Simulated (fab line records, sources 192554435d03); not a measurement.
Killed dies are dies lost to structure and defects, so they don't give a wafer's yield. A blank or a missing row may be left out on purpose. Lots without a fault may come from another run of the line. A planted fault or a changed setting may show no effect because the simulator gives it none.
Chamber matching | flow n5_finfet | N5_BEOL_M10_STRIP_67 on rie_diel-02: 4 sister chambers
The step strips in CF4. 4 wafers are shown with their chamber, then 8 later ones without.

WAFERS WITH THEIR CHAMBER
wafer  | chamber | showerhead_plenum_p_Torr (Torr)
L082.3 | 2       | 1.74
L082.5 | 1       | 1.74
L087.5 | 0       | 1.79
L084.2 | 3       | 1.85

WAFERS WITHOUT THEIR CHAMBER
wafer  | showerhead_plenum_p_Torr (Torr)
L084.4 | 1.79
L084.6 | 1.74
L092.1 | 1.74
L092.2 | 1.79
L092.3 | 1.74
L097.2 | 1.73
L097.4 | 1.85
L097.5 | 1.73

WHICH CHAMBER EACH WENT THROUGH
wafer  | from the rows above     | in truth
L084.4 | 0                       | 0
L084.6 | can't be placed: 1 or 2 | 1
L092.1 | can't be placed: 1 or 2 | 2
L092.2 | 0                       | 0
L092.3 | can't be placed: 1 or 2 | 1
L097.2 | can't be placed: 1 or 2 | 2
L097.4 | 3                       | 3
L097.5 | can't be placed: 1 or 2 | 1
Placed correctly: 3 of 8. Can't be placed from these rows: 5 (the true chamber is among the candidates in 5). Placed wrongly: 0.
How it was worked out, from the rows above alone: a wafer's distance from a chamber is the root of the sum, over the readings, of the square of ((its reading less the chamber's mean) divided by the reading's scatter). The wafer belongs to the nearest chamber; if the next one is less than 2 further off, it can't be placed. A chamber's mean is the mean of its shown wafers. The scatter: with one shown wafer a chamber, the root of the mean of the squares of how far each hidden wafer lies from its nearest shown one.
